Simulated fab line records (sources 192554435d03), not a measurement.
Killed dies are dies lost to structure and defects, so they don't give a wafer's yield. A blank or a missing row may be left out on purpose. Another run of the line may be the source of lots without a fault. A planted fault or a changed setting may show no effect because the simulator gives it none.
Split-lot study :: flow n5 finfet :: 39 wafers read across 7 lots, on a route 1938 steps long

== ABOUT THE SPLIT ==
At N5_MOL_CONTACT_COAG_SPUTTER_130 (material Co, target thk 47.5 nm), the setting target thk a was moved away from the recipe's 475 angstrom on 12 of the 39 wafers read, by +6.7% to +12.6%. This setting was run at the recipe's value on the other wafers.

The reading comes from the split's own step.

== THE READING ==
Co_of_MOL_CONTACT_COAG_SPUTTER_130.thk nm (the simulator's own value, which no gauge read), in nm, at N5_MOL_CONTACT_COAG_SPUTTER_130 (material Co, target thk 47.5 nm). The file does not state a usual value for it. Across the 27 wafers here that went through the recipe, the average is 47.4 nm and the standard deviation 0.47 nm.

wafer: L075.3
tool, chamber at the split: pvd sputter-02, -
target thk a as run, angstrom: 475
against the recipe: recipe
Co_of_MOL_CONTACT_COAG_SPUTTER_130.thk nm, nm: 47.8
against lot-mates on the recipe: -

wafer: L075.4
tool, chamber at the split: pvd sputter-02, -
target thk a as run, angstrom: 475
against the recipe: recipe
Co_of_MOL_CONTACT_COAG_SPUTTER_130.thk nm, nm: 47.8
against lot-mates on the recipe: -

wafer: L075.6
tool, chamber at the split: pvd sputter-02, -
target thk a as run, angstrom: 475
against the recipe: recipe
Co_of_MOL_CONTACT_COAG_SPUTTER_130.thk nm, nm: 47.6
against lot-mates on the recipe: -

wafer: L076.1
tool, chamber at the split: pvd sputter-02, -
target thk a as run, angstrom: 506.7
against the recipe: +6.7%
Co_of_MOL_CONTACT_COAG_SPUTTER_130.thk nm, nm: 50.2
against lot-mates on the recipe: +3.0

wafer: L076.2
tool, chamber at the split: pvd sputter-02, -
target thk a as run, angstrom: 506.7
against the recipe: +6.7%
Co_of_MOL_CONTACT_COAG_SPUTTER_130.thk nm, nm: 50.8
against lot-mates on the recipe: +3.6

wafer: L076.3
tool, chamber at the split: pvd sputter-02, -
target thk a as run, angstrom: 475
against the recipe: recipe
Co_of_MOL_CONTACT_COAG_SPUTTER_130.thk nm, nm: 47.2
against lot-mates on the recipe: -

wafer: L076.5
tool, chamber at the split: pvd sputter-02, -
target thk a as run, angstrom: 475
against the recipe: recipe
Co_of_MOL_CONTACT_COAG_SPUTTER_130.thk nm, nm: 47.2
against lot-mates on the recipe: -

wafer: L076.6
tool, chamber at the split: pvd sputter-02, -
target thk a as run, angstrom: 475
against the recipe: recipe
Co_of_MOL_CONTACT_COAG_SPUTTER_130.thk nm, nm: 47.2
against lot-mates on the recipe: -

wafer: L076.4
tool, chamber at the split: pvd sputter-02, -
target thk a as run, angstrom: 506.7
against the recipe: +6.7%
Co_of_MOL_CONTACT_COAG_SPUTTER_130.thk nm, nm: 50.4
against lot-mates on the recipe: +3.2

wafer: L081.1
tool, chamber at the split: pvd sputter-02, -
target thk a as run, angstrom: 534.7
against the recipe: +12.6%
Co_of_MOL_CONTACT_COAG_SPUTTER_130.thk nm, nm: 52.8
against lot-mates on the recipe: +5.1

wafer: L081.2
tool, chamber at the split: pvd sputter-02, -
target thk a as run, angstrom: 475
against the recipe: recipe
Co_of_MOL_CONTACT_COAG_SPUTTER_130.thk nm, nm: 47.6
against lot-mates on the recipe: -

wafer: L081.3
tool, chamber at the split: pvd sputter-02, -
target thk a as run, angstrom: 534.7
against the recipe: +12.6%
Co_of_MOL_CONTACT_COAG_SPUTTER_130.thk nm, nm: 53.2
against lot-mates on the recipe: +5.5

wafer: L081.4
tool, chamber at the split: pvd sputter-02, -
target thk a as run, angstrom: 534.7
against the recipe: +12.6%
Co_of_MOL_CONTACT_COAG_SPUTTER_130.thk nm, nm: 53.8
against lot-mates on the recipe: +6.1

wafer: L081.5
tool, chamber at the split: pvd sputter-02, -
target thk a as run, angstrom: 475
against the recipe: recipe
Co_of_MOL_CONTACT_COAG_SPUTTER_130.thk nm, nm: 48
against lot-mates on the recipe: -

wafer: L081.6
tool, chamber at the split: pvd sputter-02, -
target thk a as run, angstrom: 475
against the recipe: recipe
Co_of_MOL_CONTACT_COAG_SPUTTER_130.thk nm, nm: 47.4
against lot-mates on the recipe: -

wafer: L085.1
tool, chamber at the split: pvd sputter-02, -
target thk a as run, angstrom: 523.9
against the recipe: +10.3%
Co_of_MOL_CONTACT_COAG_SPUTTER_130.thk nm, nm: 51.6
against lot-mates on the recipe: +4.8

wafer: L085.2
tool, chamber at the split: pvd sputter-02, -
target thk a as run, angstrom: 475
against the recipe: recipe
Co_of_MOL_CONTACT_COAG_SPUTTER_130.thk nm, nm: 46
against lot-mates on the recipe: -

wafer: L085.3
tool, chamber at the split: pvd sputter-02, -
target thk a as run, angstrom: 523.9
against the recipe: +10.3%
Co_of_MOL_CONTACT_COAG_SPUTTER_130.thk nm, nm: 52.4
against lot-mates on the recipe: +5.6

wafer: L085.4
tool, chamber at the split: pvd sputter-02, -
target thk a as run, angstrom: 523.9
against the recipe: +10.3%
Co_of_MOL_CONTACT_COAG_SPUTTER_130.thk nm, nm: 52.4
against lot-mates on the recipe: +5.6

wafer: L085.5
tool, chamber at the split: pvd sputter-02, -
target thk a as run, angstrom: 475
against the recipe: recipe
Co_of_MOL_CONTACT_COAG_SPUTTER_130.thk nm, nm: 47.6
against lot-mates on the recipe: -

wafer: L085.6
tool, chamber at the split: pvd sputter-02, -
target thk a as run, angstrom: 475
against the recipe: recipe
Co_of_MOL_CONTACT_COAG_SPUTTER_130.thk nm, nm: 46.8
against lot-mates on the recipe: -

wafer: L090.1
tool, chamber at the split: pvd sputter-01, -
target thk a as run, angstrom: 475
against the recipe: recipe
Co_of_MOL_CONTACT_COAG_SPUTTER_130.thk nm, nm: 47.4
against lot-mates on the recipe: -

wafer: L090.2
tool, chamber at the split: pvd sputter-01, -
target thk a as run, angstrom: 475
against the recipe: recipe
Co_of_MOL_CONTACT_COAG_SPUTTER_130.thk nm, nm: 46.8
against lot-mates on the recipe: -

wafer: L090.3
tool, chamber at the split: pvd sputter-01, -
target thk a as run, angstrom: 475
against the recipe: recipe
Co_of_MOL_CONTACT_COAG_SPUTTER_130.thk nm, nm: 47
against lot-mates on the recipe: -

wafer: L090.4
tool, chamber at the split: pvd sputter-01, -
target thk a as run, angstrom: 475
against the recipe: recipe
Co_of_MOL_CONTACT_COAG_SPUTTER_130.thk nm, nm: 47
against lot-mates on the recipe: -

wafer: L090.5
tool, chamber at the split: pvd sputter-01, -
target thk a as run, angstrom: 475
against the recipe: recipe
Co_of_MOL_CONTACT_COAG_SPUTTER_130.thk nm, nm: 47
against lot-mates on the recipe: -

wafer: L090.6
tool, chamber at the split: pvd sputter-01, -
target thk a as run, angstrom: 475
against the recipe: recipe
Co_of_MOL_CONTACT_COAG_SPUTTER_130.thk nm, nm: 47
against lot-mates on the recipe: -

wafer: L095.1
tool, chamber at the split: pvd sputter-01, -
target thk a as run, angstrom: 475
against the recipe: recipe
Co_of_MOL_CONTACT_COAG_SPUTTER_130.thk nm, nm: 47.6
against lot-mates on the recipe: -

wafer: L095.2
tool, chamber at the split: pvd sputter-01, -
target thk a as run, angstrom: 475
against the recipe: recipe
Co_of_MOL_CONTACT_COAG_SPUTTER_130.thk nm, nm: 47.6
against lot-mates on the recipe: -

wafer: L095.3
tool, chamber at the split: pvd sputter-01, -
target thk a as run, angstrom: 475
against the recipe: recipe
Co_of_MOL_CONTACT_COAG_SPUTTER_130.thk nm, nm: 48.2
against lot-mates on the recipe: -

wafer: L095.5
tool, chamber at the split: pvd sputter-01, -
target thk a as run, angstrom: 475
against the recipe: recipe
Co_of_MOL_CONTACT_COAG_SPUTTER_130.thk nm, nm: 48.2
against lot-mates on the recipe: -

wafer: L095.4
tool, chamber at the split: pvd sputter-01, -
target thk a as run, angstrom: 475
against the recipe: recipe
Co_of_MOL_CONTACT_COAG_SPUTTER_130.thk nm, nm: 47.8
against lot-mates on the recipe: -

wafer: L095.6
tool, chamber at the split: pvd sputter-01, -
target thk a as run, angstrom: 475
against the recipe: recipe
Co_of_MOL_CONTACT_COAG_SPUTTER_130.thk nm, nm: 47.8
against lot-mates on the recipe: -

wafer: L097.1
tool, chamber at the split: pvd sputter-03, -
target thk a as run, angstrom: 475
against the recipe: recipe
Co_of_MOL_CONTACT_COAG_SPUTTER_130.thk nm, nm: 47.4
against lot-mates on the recipe: -

wafer: L097.5
tool, chamber at the split: pvd sputter-03, -
target thk a as run, angstrom: 475
against the recipe: recipe
Co_of_MOL_CONTACT_COAG_SPUTTER_130.thk nm, nm: 47.4
against lot-mates on the recipe: -

wafer: L097.2
tool, chamber at the split: pvd sputter-03, -
target thk a as run, angstrom: 530.4
against the recipe: +11.7%
Co_of_MOL_CONTACT_COAG_SPUTTER_130.thk nm, nm: 52.6
against lot-mates on the recipe: +5.1

wafer: L097.3
tool, chamber at the split: pvd sputter-03, -
target thk a as run, angstrom: 530.4
against the recipe: +11.7%
Co_of_MOL_CONTACT_COAG_SPUTTER_130.thk nm, nm: 53.2
against lot-mates on the recipe: +5.7

wafer: L097.4
tool, chamber at the split: pvd sputter-03, -
target thk a as run, angstrom: 530.4
against the recipe: +11.7%
Co_of_MOL_CONTACT_COAG_SPUTTER_130.thk nm, nm: 53.2
against lot-mates on the recipe: +5.7

wafer: L097.6
tool, chamber at the split: pvd sputter-03, -
target thk a as run, angstrom: 475
against the recipe: recipe
Co_of_MOL_CONTACT_COAG_SPUTTER_130.thk nm, nm: 47.6
against lot-mates on the recipe: -

THE FIT
A straight line over all 39 wafers: Co_of_MOL_CONTACT_COAG_SPUTTER_130.thk nm changes by +0.468 nm for each +1% of target thk a; r = +0.98; the points scatter about the line by 0.45 nm.
The same after taking each lot's own level away (the mean of its wafers on the recipe; 39 wafers): +0.475 nm for each +1%; r = +0.99; scatter 0.35 nm.
The reading moves by 6 nm for the largest change in target thk a, on that fit.
Across the lots, their own levels run from 46.80 to 47.87 nm, a range of 2.3 times the standard deviation given above.
The two slopes agree, so the slope changes little with the lot-to-lot level.
Check: with one of the wafers moved furthest among these (+12.6%) left out of the fit, the line predicts +6.1 nm for it against its lot-mates. Against them it came out at +5.13 nm.

== ADDITIONAL SPLITS CARRIED BY THESE WAFERS ==
Note: prior to the reading, these wafers also went through further splits. Each is held against what the fit with the lots' levels taken away leaves over:
other split on the same wafers: N5_DUMMY_GATE_EXPOSE_12 dose mj
wafers away from the commonest value: 9
r with Co_of_MOL_CONTACT_COAG_SPUTTER_130.thk nm (lot level and that fit taken away): +0.05

other split on the same wafers: N5_SD_EPI_P_EPI_21 pressure torr
wafers away from the commonest value: 24
r with Co_of_MOL_CONTACT_COAG_SPUTTER_130.thk nm (lot level and that fit taken away): -0.25

other split on the same wafers: N5_MOL_CONTACT_COAG_ETCH_110 source w
wafers away from the commonest value: 12
r with Co_of_MOL_CONTACT_COAG_SPUTTER_130.thk nm (lot level and that fit taken away): -0.08

== THE FILE'S OWN FIT ==
Co_of_MOL_CONTACT_COAG_SPUTTER_130.thk nm changes by +0.476 nm for each +1% of target thk a, r = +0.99.
